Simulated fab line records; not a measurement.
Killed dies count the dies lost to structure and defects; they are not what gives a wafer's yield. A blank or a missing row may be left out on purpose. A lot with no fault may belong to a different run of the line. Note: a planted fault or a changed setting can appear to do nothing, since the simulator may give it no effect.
fab line records / flow n5-finfet
record: lots: 5 wafers: 15 last-day: 18
route steps=1938 shown BEOL_M5@1112
lots with no fault: from the same line, run without faults
start-h: hours from the record's first day to the start of the lot's first wafer shown / wait-h: hours since the lot's step before / " unchanged from the row above / L1.1+2: several wafers, shown together as one row / - no value, or no start was given / * or withheld: withheld / < > ~ a bound
route shown NAME@n: names a module that has steps shown in the file, with the first one's number in the route / usual: the fault-free wafers' mean and standard deviation / same: alike in all rows / chamber/n: place in a boat / sites: per-site readings / _std_site: their standard deviation / _edge_site: outer sites' mean less inner sites' / radius-mm: for every site, how far away it sits from the centre of the wafer / mask NAME#n: copy n / behind: the last tool/chamber to shape the wafer / hold: why the lot was held/for how many hours/how that ended / device: names the non-switching transistor (n, p or np) / end of line: the same wafers' tests at the end of the route / step lacking rows: just its recipe / killed: not the wafer's yield, but the dies lost to structure and defects at the first sort / map: a wafer's dies, marking killed ones x, the rest . and places with no die _
set.NAME: the run value of the setting; set.NAME@STEP: its run value at that earlier step / model.NAME: the simulator's own value behind a step, which no gauge read
lots at selected steps of the route; one table per step, one row per wafer
services: a tool's chamber out of use, with start hour (start-h, from the record's first day; less than 0 if before it), hours out, and reason
== steps ==
step: N5_BEOL_M5_ILD_DEP_00
recipe: material: SiCOH_lowk target-thk-a: 1406.4 temp-c: 300 precursor: DEMS/porogen pressure-torr: 5 rf-w: 500 time-s: 25.9
step: N5_BEOL_M5_CURE_79
recipe: temp-c: 385 time-s: 240 ambient: He/Ar material: SiCOH_lowk
step: N5_BEOL_M5_PECVD_70
recipe: material: SiO2 target-thk-a: 160 temp-c: 400 precursor: TEOS/O2 pressure-torr: 5.5 rf-w: 450 teos-flow-sccm: 53.8 gas: O2 flow-sccm: 3000 time-s: 18
step: N5_BEOL_M5_HM_DEP_02
recipe: material: TiN target-thk-a: 200 temp-c: 25 chamber-pressure-pa: 0.49996
step: N5_BEOL_M5_COAT_59
recipe: resist: SOC temp-c: 250 time-s: 60 spin-rpm: 1500 resist-thk-nm: 60
step: N5_BEOL_M5_COAT_60
recipe: resist: SiARC temp-c: 220 time-s: 60 spin-rpm: 1500 resist-thk-nm: 12
step: N5_BEOL_M5_COAT_71
recipe: resist: underlayer temp-c: 205 time-s: 60 spin-rpm: 1500 resist-thk-nm: 5
step: N5_BEOL_M5_COAT_05
recipe: resist: CAR-EUV spin-rpm: 1500 resist-thk-nm: 30
step: N5_BEOL_M5_EBR_07
recipe: solvent: PGMEA ebr-width-mm: 1.5
step: N5_BEOL_M5_SOFTBAKE_06
recipe: temp-c: 110 time-s: 60 resist: CAR-EUV
step: N5_BEOL_M5_EXPOSE_08
recipe: mask-id: M5 na: 0.33 source-shape: annular sigma-inner: 0.4 sigma-outer: 0.8 polarization: unpolarized target-cd-nm: 28 dose-mj: 35.75
usual: exposure-dose-mJ-cm2: 35.67/0.042
same: sigma-outer: 0.8
lot.wafer=L375.4 tool=euv-scanner-01 chamber=0 start-h=183.91 wait-h=- mask=M5#0 exposure-dose-mJ-cm2=35.71
lot.wafer=L375.5 tool=euv-scanner-01 chamber=0 start-h=183.91 wait-h=- mask=M5#0 exposure-dose-mJ-cm2=35.67
lot.wafer=L375.6 tool=euv-scanner-01 chamber=0 start-h=183.91 wait-h=- mask=M5#0 exposure-dose-mJ-cm2=35.66
lot.wafer=L385.3 tool=euv-scanner-01 chamber=0 start-h=251.01 wait-h=- mask=M5#0 exposure-dose-mJ-cm2=38.09
lot.wafer=L385.4 tool=euv-scanner-01 chamber=0 start-h=251.01 wait-h=- mask=M5#0 exposure-dose-mJ-cm2=38.08
lot.wafer=L385.6 tool=euv-scanner-01 chamber=0 start-h=251.01 wait-h=- mask=M5#0 exposure-dose-mJ-cm2=38.09
lot.wafer=L386.3 tool=euv-scanner-01 chamber=0 start-h=270.39 wait-h=- mask=M5#0 exposure-dose-mJ-cm2=37.22
lot.wafer=L386.4 tool=euv-scanner-01 chamber=0 start-h=270.39 wait-h=- mask=M5#0 exposure-dose-mJ-cm2=37.26
lot.wafer=L386.5 tool=euv-scanner-01 chamber=0 start-h=270.39 wait-h=- mask=M5#0 exposure-dose-mJ-cm2=37.22
lot.wafer=L384.2 tool=euv-scanner-01 chamber=0 start-h=270.74 wait-h=- mask=M5#0 exposure-dose-mJ-cm2=36.84
lot.wafer=L384.4 tool=euv-scanner-01 chamber=0 start-h=270.74 wait-h=- mask=M5#0 exposure-dose-mJ-cm2=36.88
lot.wafer=L384.6 tool=euv-scanner-01 chamber=0 start-h=270.74 wait-h=- mask=M5#0 exposure-dose-mJ-cm2=36.91
lot.wafer=L397.4 tool=euv-scanner-02 chamber=0 start-h=335.40 wait-h=- mask=M5#0 exposure-dose-mJ-cm2=35.66
lot.wafer=L397.5 tool=euv-scanner-02 chamber=0 start-h=335.40 wait-h=- mask=M5#0 exposure-dose-mJ-cm2=35.74
lot.wafer=L397.6 tool=euv-scanner-02 chamber=0 start-h=335.40 wait-h=- mask=M5#0 exposure-dose-mJ-cm2=35.65
step: N5_BEOL_M5_PEB_09
recipe: peb-temp-c: 100 peb-time-s: 60 resist: CAR-EUV
step: N5_BEOL_M5_DEVELOP_10
recipe: develop-time-s: 30 developer: TMAH resist: CAR-EUV rinse-liquid: surfactant-rinse dry: air-spin dev-temp-c: 23
step: N5_BEOL_M5_CD_MEAS_11
recipe: target-cd-nm: 27.74 landing-energy-ev: 500 detector: se-inlens
usual: cd-nm: 27.95/0.25
lot.wafer=L375.4 tool=cd-sem-03 chamber=0 start-h=184.02 wait-h=- cd-nm=28.32
lot.wafer=L375.5 tool=cd-sem-03 chamber=0 start-h=184.02 wait-h=- cd-nm=27.87
lot.wafer=L375.6 tool=cd-sem-03 chamber=0 start-h=184.02 wait-h=- cd-nm=27.89
lot.wafer=L385.3 tool=cd-sem-03 chamber=0 start-h=251.12 wait-h=- cd-nm=29.43
lot.wafer=L385.4 tool=cd-sem-03 chamber=0 start-h=251.12 wait-h=- cd-nm=29.51
lot.wafer=L385.6 tool=cd-sem-03 chamber=0 start-h=251.12 wait-h=- cd-nm=29.23
lot.wafer=L386.3 tool=cd-sem-03 chamber=0 start-h=270.51 wait-h=- cd-nm=29.16
lot.wafer=L386.4 tool=cd-sem-03 chamber=0 start-h=270.51 wait-h=- cd-nm=28.79
lot.wafer=L386.5 tool=cd-sem-03 chamber=0 start-h=270.51 wait-h=- cd-nm=29.09
lot.wafer=L384.2 tool=cd-sem-03 chamber=0 start-h=270.87 wait-h=- cd-nm=29.04
lot.wafer=L384.4 tool=cd-sem-03 chamber=0 start-h=270.87 wait-h=- cd-nm=28.55
lot.wafer=L384.6 tool=cd-sem-03 chamber=0 start-h=270.87 wait-h=- cd-nm=28.58
lot.wafer=L397.4 tool=cd-sem-02 chamber=0 start-h=335.52 wait-h=- cd-nm=28.53
lot.wafer=L397.5 tool=cd-sem-02 chamber=0 start-h=335.52 wait-h=- cd-nm=27.97
lot.wafer=L397.6 tool=cd-sem-02 chamber=0 start-h=335.52 wait-h=- cd-nm=28.23
step: N5_BEOL_M5_DESCUM_16
recipe: chemistry: O2 time-s: 7 source-power-w: 50 bias-power-w: 20 pressure-mtorr: 20 rf-frequency-hz: 2.712e+07 temp-c: 40 resist: CAR-EUV o2-flow-sccm: 225
usual: drypump-motor-current-A: 5.53/0.28 o2-flow-sccm: 225.0/0.69 oes-product-au: 0.76/0.07 rf-vpp-V: 242.8/1.5 showerhead-plenum-p-Torr: 2.07/0.078 throttle-valve-pct: 20.36/0.26
lot.wafer=L375.4 tool=rie-diel-06 chamber=0 start-h=184.37 wait-h=0.3 drypump-motor-current-A=5.45 o2-flow-sccm=226.3 oes-product-au=0.88 rf-hours-counter-h=53 rf-vpp-V=244.6 showerhead-plenum-p-Torr=2.13 throttle-valve-pct=20.14 model.BEOL_M5.cd-nm=28.2
lot.wafer=L375.5 tool=rie-diel-06 chamber=2 start-h=184.37 wait-h=0.3 drypump-motor-current-A=5.97 o2-flow-sccm=225.2 oes-product-au=0.78 rf-hours-counter-h=- rf-vpp-V=245.6 showerhead-plenum-p-Torr=2.20 throttle-valve-pct=20.15 model.BEOL_M5.cd-nm=28
lot.wafer=L375.6 tool=rie-diel-06 chamber=3 start-h=184.37 wait-h=0.3 drypump-motor-current-A=5.04 o2-flow-sccm=225.5 oes-product-au=0.71 rf-hours-counter-h=- rf-vpp-V=241.7 showerhead-plenum-p-Torr=1.98 throttle-valve-pct=20.44 model.BEOL_M5.cd-nm=28
lot.wafer=L385.3 tool=rie-diel-03 chamber=1 start-h=251.24 wait-h=0.0 drypump-motor-current-A=5.23 o2-flow-sccm=225.5 oes-product-au=0.76 rf-hours-counter-h=157 rf-vpp-V=241.4 showerhead-plenum-p-Torr=1.92 throttle-valve-pct=20.17 model.BEOL_M5.cd-nm=29.4
lot.wafer=L385.4 tool=rie-diel-03 chamber=2 start-h=251.24 wait-h=0.0 drypump-motor-current-A=5.30 o2-flow-sccm=225.5 oes-product-au=0.72 rf-hours-counter-h=- rf-vpp-V=243.0 showerhead-plenum-p-Torr=2.08 throttle-valve-pct=20.96 model.BEOL_M5.cd-nm=29.4
lot.wafer=L385.6 tool=rie-diel-03 chamber=1 start-h=251.24 wait-h=0.0 drypump-motor-current-A=5.22 o2-flow-sccm=226.5 oes-product-au=0.76 rf-hours-counter-h=- rf-vpp-V=239.9 showerhead-plenum-p-Torr=1.92 throttle-valve-pct=20.15 model.BEOL_M5.cd-nm=29.4
lot.wafer=L386.3 tool=rie-diel-06 chamber=1 start-h=270.70 wait-h=0.1 drypump-motor-current-A=5.99 o2-flow-sccm=225.1 oes-product-au=0.86 rf-hours-counter-h=56 rf-vpp-V=242.8 showerhead-plenum-p-Torr=2.12 throttle-valve-pct=20.17 model.BEOL_M5.cd-nm=28.8
lot.wafer=L386.4 tool=rie-diel-06 chamber=3 start-h=270.70 wait-h=0.1 drypump-motor-current-A=5.07 o2-flow-sccm=225.1 oes-product-au=0.69 rf-hours-counter-h=- rf-vpp-V=241.5 showerhead-plenum-p-Torr=1.98 throttle-valve-pct=20.48 model.BEOL_M5.cd-nm=29
lot.wafer=L386.5 tool=rie-diel-06 chamber=1 start-h=270.70 wait-h=0.1 drypump-motor-current-A=5.97 o2-flow-sccm=225.7 oes-product-au=0.86 rf-hours-counter-h=- rf-vpp-V=245.4 showerhead-plenum-p-Torr=2.12 throttle-valve-pct=20.16 model.BEOL_M5.cd-nm=29
lot.wafer=L384.2 tool=rie-diel-03 chamber=0 start-h=270.99 wait-h=0.0 drypump-motor-current-A=5.56 o2-flow-sccm=223.5 oes-product-au=0.70 rf-hours-counter-h=229 rf-vpp-V=242.9 showerhead-plenum-p-Torr=2.06 throttle-valve-pct=20.31 model.BEOL_M5.cd-nm=29
lot.wafer=L384.4 tool=rie-diel-03 chamber=2 start-h=270.99 wait-h=0.0 drypump-motor-current-A=5.32 o2-flow-sccm=223.8 oes-product-au=0.71 rf-hours-counter-h=194 rf-vpp-V=241.8 showerhead-plenum-p-Torr=2.08 throttle-valve-pct=20.96 model.BEOL_M5.cd-nm=28.6
lot.wafer=L384.6 tool=rie-diel-03 chamber=1 start-h=270.99 wait-h=0.0 drypump-motor-current-A=5.23 o2-flow-sccm=225.4 oes-product-au=0.75 rf-hours-counter-h=- rf-vpp-V=241.3 showerhead-plenum-p-Torr=1.92 throttle-valve-pct=20.17 model.BEOL_M5.cd-nm=28.6
lot.wafer=L397.4 tool=rie-diel-01 chamber=0 start-h=335.81 wait-h=0.2 drypump-motor-current-A=5.07 o2-flow-sccm=226.2 oes-product-au=0.79 rf-hours-counter-h=- rf-vpp-V=242.1 showerhead-plenum-p-Torr=2.11 throttle-valve-pct=20.66 model.BEOL_M5.cd-nm=28.2
lot.wafer=L397.5 tool=rie-diel-01 chamber=2 start-h=335.81 wait-h=0.2 drypump-motor-current-A=5.69 o2-flow-sccm=225.5 oes-product-au=0.98 rf-hours-counter-h=- rf-vpp-V=242.9 showerhead-plenum-p-Torr=2.06 throttle-valve-pct=20.26 model.BEOL_M5.cd-nm=28
lot.wafer=L397.6 tool=rie-diel-01 chamber=3 start-h=335.81 wait-h=0.2 drypump-motor-current-A=5.64 o2-flow-sccm=224.1 oes-product-au=0.72 rf-hours-counter-h=- rf-vpp-V=242.2 showerhead-plenum-p-Torr=1.99 throttle-valve-pct=20.15 model.BEOL_M5.cd-nm=28
step: N5_BEOL_M5_ETCH_72
recipe: chemistry: N2/H2 target: underlayer target-depth-a: 65 mask-material: CAR-EUV time-s: 5.2 ion-energy-ev: 200 pressure-mtorr: 30 source-w: 840 bias-w: 150 n2-flow-sccm: 200 h2-flow-sccm: 200 ends: cleared
step: N5_BEOL_M5_ETCH_61
recipe: chemistry: CF4 target: SiARC target-depth-a: 156 mask-material: CAR-EUV time-s: 26 ion-energy-ev: 80 pressure-mtorr: 40 source-w: 545 bias-w: 36 Ar_flow_sccm: 100 cf4-flow-sccm: 100 ends: cleared
step: N5_BEOL_M5_ETCH_62
recipe: chemistry: N2/H2 target: SOC target-depth-a: 750 overetch-a: 150 mask-material: SiARC temp-c: 40 time-s: 112.5 ion-energy-ev: 200 pressure-mtorr: 30 source-w: 840 bias-w: 150 n2-flow-sccm: 200 h2-flow-sccm: 200
step: N5_BEOL_M5_STRIP_63
recipe: chemistry: N2/H2 temp-c: 40 n2-flow-sccm: 200 h2-flow-sccm: 200 rf-frequency-hz: 6e+07
step: N5_BEOL_M5_STRIP_73
recipe: chemistry: N2/H2 temp-c: 40 n2-flow-sccm: 200 h2-flow-sccm: 200 rf-frequency-hz: 6e+07
step: N5_BEOL_M5_STRIP_64
recipe: chemistry: CF4 resist: SiARC power-w: 300 bias-power-w: 75 pressure-mtorr: 50 cf4-flow-sccm: 150 rf-frequency-hz: 6e+07
step: N5_BEOL_M5_HM_OPEN_17
recipe: chemistry: Cl2/BCl3 target-depth-a: 200 overetch-a: 60 target: TiN mask-material: SOC ion-energy-ev: 150 pressure-mtorr: 10 icp-w: 1000 bias-w: 126 Cl2_flow_sccm: 53.25 bcl3-flow-sccm: 21.75 Ar_flow_sccm: 25
step: N5_BEOL_M5_STRIP_19
recipe: chemistry: O2 power-w: 400 temp-c: 40 pressure-mtorr: 30 rf-frequency-hz: 6e+07 bias-power-w: 0 overash-fraction: 0.2 o2-flow-sccm: 225
step: N5_BEOL_M5_CD_MEAS_18
recipe: pitch-nm: 56 target-cd-nm: 28
usual: cd-nm: 27.93/0.28
lot.wafer=L375.4 tool=cd-sem-03 chamber=- start-h=184.81 wait-h=0.1 cd-nm=28.34
lot.wafer=L375.5 tool=cd-sem-03 chamber=- start-h=184.81 wait-h=0.1 cd-nm=27.90
lot.wafer=L375.6 tool=cd-sem-03 chamber=- start-h=184.81 wait-h=0.1 cd-nm=27.84
lot.wafer=L385.3 tool=cd-sem-03 chamber=- start-h=251.78 wait-h=0.1 cd-nm=29.45
lot.wafer=L385.4 tool=cd-sem-03 chamber=- start-h=251.78 wait-h=0.1 cd-nm=29.59
lot.wafer=L385.6 tool=cd-sem-03 chamber=- start-h=251.78 wait-h=0.1 cd-nm=29.43
lot.wafer=L386.3 tool=cd-sem-03 chamber=- start-h=271.13 wait-h=0.1 cd-nm=28.31
lot.wafer=L386.4 tool=cd-sem-03 chamber=- start-h=271.13 wait-h=0.1 cd-nm=29.45
lot.wafer=L386.5 tool=cd-sem-03 chamber=- start-h=271.13 wait-h=0.1 cd-nm=29.04
lot.wafer=L384.2 tool=cd-sem-03 chamber=- start-h=271.42 wait-h=0.1 cd-nm=29.17
lot.wafer=L384.4 tool=cd-sem-03 chamber=- start-h=271.42 wait-h=0.1 cd-nm=28.76
lot.wafer=L384.6 tool=cd-sem-03 chamber=- start-h=271.42 wait-h=0.1 cd-nm=28.72
lot.wafer=L397.4 tool=cd-sem-02 chamber=- start-h=336.39 wait-h=0.0 cd-nm=28.08
lot.wafer=L397.5 tool=cd-sem-02 chamber=- start-h=336.39 wait-h=0.0 cd-nm=27.62
lot.wafer=L397.6 tool=cd-sem-02 chamber=- start-h=336.39 wait-h=0.0 cd-nm=28.17
step: N5_BEOL_M5_COAT_65
recipe: resist: SOC temp-c: 250 time-s: 60 spin-rpm: 1500 resist-thk-nm: 60
step: N5_BEOL_M5_COAT_66
recipe: resist: SiARC temp-c: 220 time-s: 60 spin-rpm: 1500 resist-thk-nm: 12
step: N5_BEOL_M5_COAT_74
recipe: resist: underlayer temp-c: 205 time-s: 60 spin-rpm: 1500 resist-thk-nm: 5
step: N5_BEOL_M5_COAT_22
recipe: resist: CAR-EUV spin-rpm: 1500 resist-thk-nm: 30
step: N5_BEOL_M5_EBR_24
recipe: solvent: PGMEA ebr-width-mm: 1.5
step: N5_BEOL_M5_SOFTBAKE_23
recipe: temp-c: 110 time-s: 60 resist: CAR-EUV
step: N5_BEOL_M5_EXPOSE_25
recipe: mask-id: V4 na: 0.33 source-shape: quasar sigma-inner: 0.2 sigma-outer: 0.6 polarization: unpolarized defocus-nm: 10 dose-mj: 52.75
step: N5_BEOL_M5_PEB_26
recipe: peb-temp-c: 100 peb-time-s: 60 resist: CAR-EUV
step: N5_BEOL_M5_DEVELOP_27
recipe: develop-time-s: 30 developer: TMAH resist: CAR-EUV rinse-liquid: surfactant-rinse dry: air-spin dev-temp-c: 23
step: N5_BEOL_M5_DESCUM_33
recipe: chemistry: O2 time-s: 7 source-power-w: 50 bias-power-w: 20 pressure-mtorr: 20 rf-frequency-hz: 2.712e+07 temp-c: 40 resist: CAR-EUV o2-flow-sccm: 225
step: N5_BEOL_M5_ETCH_75
recipe: chemistry: N2/H2 target: underlayer target-depth-a: 65 mask-material: CAR-EUV time-s: 5.2 ion-energy-ev: 200 pressure-mtorr: 30 source-w: 840 bias-w: 150 n2-flow-sccm: 200 h2-flow-sccm: 200 ends: cleared
step: N5_BEOL_M5_ETCH_41
recipe: chemistry: CH3F/O2 target: SiCN target-depth-a: 315 taper-deg: 2 time-s: 56.7 ion-energy-ev: 120 mask-material: TiN pressure-mtorr: 30 source-w: 395 bias-w: 75 Ar_flow_sccm: 150 CH3F_flow_sccm: 30 O2_flow_sccm: 20
usual: drypump-motor-current-A: 5.49/0.28 oes-product-au: 0.75/0.059 rf-vpp-V: 296.8/1.6 showerhead-plenum-p-Torr: 1.98/0.07 throttle-valve-pct: 16.33/0.25
lot.wafer=L375.4 tool=rie-diel-01 chamber=1 start-h=- wait-h=- drypump-motor-current-A=5.56 oes-product-au=0.72 rf-hours-counter-h=212 rf-vpp-V=299.2 showerhead-plenum-p-Torr=2.06 throttle-valve-pct=16.40 model.BEOL_M5.cd-nm=28
lot.wafer=L375.5 tool=rie-diel-01 chamber=2 start-h=- wait-h=- drypump-motor-current-A=5.68 oes-product-au=0.71 rf-hours-counter-h=- rf-vpp-V=295.8 showerhead-plenum-p-Torr=1.98 throttle-valve-pct=16.51 model.BEOL_M5.cd-nm=28
lot.wafer=L375.6 tool=rie-diel-01 chamber=1 start-h=- wait-h=- drypump-motor-current-A=5.58 oes-product-au=0.71 rf-hours-counter-h=- rf-vpp-V=299.1 showerhead-plenum-p-Torr=2.06 throttle-valve-pct=16.41 model.BEOL_M5.cd-nm=27.8
lot.wafer=L385.3 tool=rie-diel-01 chamber=2 start-h=- wait-h=- drypump-motor-current-A=5.68 oes-product-au=0.70 rf-hours-counter-h=236 rf-vpp-V=297.8 showerhead-plenum-p-Torr=1.98 throttle-valve-pct=16.54 model.BEOL_M5.cd-nm=29.4
lot.wafer=L385.4 tool=rie-diel-01 chamber=1 start-h=- wait-h=- drypump-motor-current-A=5.56 oes-product-au=0.70 rf-hours-counter-h=235 rf-vpp-V=295.9 showerhead-plenum-p-Torr=2.05 throttle-valve-pct=16.44 model.BEOL_M5.cd-nm=29.8
lot.wafer=L385.6 tool=rie-diel-01 chamber=0 start-h=- wait-h=- drypump-motor-current-A=5.07 oes-product-au=0.80 rf-hours-counter-h=- rf-vpp-V=298.5 showerhead-plenum-p-Torr=2.02 throttle-valve-pct=16.47 model.BEOL_M5.cd-nm=29.6
lot.wafer=L386.3 tool=rie-diel-01 chamber=1 start-h=- wait-h=- drypump-motor-current-A=5.59 oes-product-au=0.69 rf-hours-counter-h=241 rf-vpp-V=298.4 showerhead-plenum-p-Torr=2.05 throttle-valve-pct=16.47 model.BEOL_M5.cd-nm=28.6
lot.wafer=L386.4 tool=rie-diel-01 chamber=2 start-h=- wait-h=- drypump-motor-current-A=5.67 oes-product-au=0.69 rf-hours-counter-h=242 rf-vpp-V=297.3 showerhead-plenum-p-Torr=1.97 throttle-valve-pct=16.58 model.BEOL_M5.cd-nm=29
lot.wafer=L386.5 tool=rie-diel-01 chamber=3 start-h=- wait-h=- drypump-motor-current-A=5.68 oes-product-au=0.75 rf-hours-counter-h=- rf-vpp-V=296.8 showerhead-plenum-p-Torr=1.93 throttle-valve-pct=16.13 model.BEOL_M5.cd-nm=29
lot.wafer=L384.2 tool=rie-diel-03 chamber=1 start-h=- wait-h=- drypump-motor-current-A=5.21 oes-product-au=0.75 rf-hours-counter-h=165 rf-vpp-V=294.2 showerhead-plenum-p-Torr=1.84 throttle-valve-pct=16.16 model.BEOL_M5.cd-nm=29
lot.wafer=L384.4 tool=rie-diel-03 chamber=2 start-h=- wait-h=- drypump-motor-current-A=5.30 oes-product-au=0.71 rf-hours-counter-h=- rf-vpp-V=297.7 showerhead-plenum-p-Torr=1.99 throttle-valve-pct=16.86 model.BEOL_M5.cd-nm=28.6
lot.wafer=L384.6 tool=rie-diel-03 chamber=0 start-h=- wait-h=- drypump-motor-current-A=5.55 oes-product-au=0.70 rf-hours-counter-h=- rf-vpp-V=296.4 showerhead-plenum-p-Torr=1.97 throttle-valve-pct=16.29 model.BEOL_M5.cd-nm=28.6
lot.wafer=L397.4 tool=rie-diel-03 chamber=2 start-h=- wait-h=- drypump-motor-current-A=5.32 oes-product-au=0.71 rf-hours-counter-h=- rf-vpp-V=296.1 showerhead-plenum-p-Torr=1.99 throttle-valve-pct=16.91 model.BEOL_M5.cd-nm=28.2
lot.wafer=L397.5 tool=rie-diel-03 chamber=1 start-h=- wait-h=- drypump-motor-current-A=5.19 oes-product-au=0.73 rf-hours-counter-h=- rf-vpp-V=293.6 showerhead-plenum-p-Torr=1.84 throttle-valve-pct=16.21 model.BEOL_M5.cd-nm=28
lot.wafer=L397.6 tool=rie-diel-03 chamber=3 start-h=- wait-h=- drypump-motor-current-A=5.69 oes-product-au=0.92 rf-hours-counter-h=- rf-vpp-V=296.1 showerhead-plenum-p-Torr=1.96 throttle-valve-pct=16.20 model.BEOL_M5.cd-nm=28
== services ==
tool=euv-scanner-02 chamber=- start-h=171.06 hours=1.0 kind=pm
tool=rie-diel-03 chamber=1 start-h=174.66 hours=6.3 kind=repair
tool=euv-scanner-01 chamber=- start-h=176.19 hours=1.0 kind=pm
tool=euv-scanner-01 chamber=- start-h=184.12 hours=0.2 kind=repair
tool=rie-diel-01 chamber=0 start-h=210.39 hours=10.2 kind=repair
tool=euv-scanner-01 chamber=- start-h=218.54 hours=4.6 kind=pm
tool=euv-scanner-02 chamber=- start-h=228.92 hours=1.0 kind=pm
tool=euv-scanner-01 chamber=- start-h=232.30 hours=1.0 kind=pm
tool=rie-diel-03 chamber=2 start-h=241.27 hours=5.7 kind=repair
tool=rie-diel-03 chamber=3 start-h=244.60 hours=9.1 kind=repair
tool=euv-scanner-02 chamber=- start-h=256.19 hours=0.9 kind=repair
tool=rie-diel-06 chamber=2 start-h=269.26 hours=3.9 kind=repair
tool=rie-diel-03 chamber=3 start-h=274.20 hours=- kind=clean
tool=rie-diel-03 chamber=3 start-h=274.20 hours=- kind=consumable-replace:focus-ring
tool=rie-diel-03 chamber=3 start-h=274.20 hours=15.2 kind=scheduled-down
tool=rie-diel-03 chamber=3 start-h=274.20 hours=15.2 kind=vent-cycle
tool=rie-diel-01 chamber=0 start-h=275.92 hours=17.7 kind=repair
tool=euv-scanner-02 chamber=- start-h=283.36 hours=1.0 kind=pm
tool=euv-scanner-01 chamber=- start-h=288.45 hours=1.0 kind=pm
tool=euv-scanner-01 chamber=0 start-h=292.74 hours=- kind=calibration
tool=rie-diel-01 chamber=2 start-h=304.47 hours=- kind=clean
tool=rie-diel-01 chamber=2 start-h=304.47 hours=- kind=consumable-replace:focus-ring
tool=euv-scanner-01 chamber=- start-h=309.81 hours=1.4 kind=repair
tool=euv-scanner-02 chamber=- start-h=318.96 hours=4.6 kind=pm
== key ==
first-sign: step: N5_BEOL_M5_EXPOSE_08 reading: exposure-dose-mJ-cm2 direction: up sigmas: 41 usual: 35.67 struck: 37.40
effect: step: N5_BEOL_M5_CD_MEAS_11 reading: cd-nm direction: up sigmas: 4.3 usual: 27.95 struck: 29.04 through: control-loop
effect: step: N5_BEOL_M5_CD_MEAS_18 reading: cd-nm direction: up sigmas: 4.1 usual: 27.93 struck: 29.10 through: control-loop
model-effect: step: N5_BEOL_M5_DESCUM_16 value: BEOL_M5.cd-nm without: 27.96 struck: 29.02
model-effect: step: N5_BEOL_M5_ETCH_41 value: BEOL_M5.cd-nm without: 27.96 struck: 29.07
met-at N5_BEOL_M5_EXPOSE_08
struck-wafers L384.2,L384.4,L384.6,L385.3,L385.4,L385.6,L386.3,L386.4,L386.5
loop-trim: step: N5_BEOL_M5_EXPOSE_08 setting: dose lots: L384,L386
onset-between 183.91 251.01
fault: kind: process-parameter-drift tool: euv-scanner-01 chamber: - onset-h: 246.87 steps: N5_BEOL_M5_EXPOSE_08 channel: dose-mj offset: 2.4646 shape: step acts-in: these-recipes-only stated: 35.75
loop-trim: a control loop set the setting to another value than it would have without faults
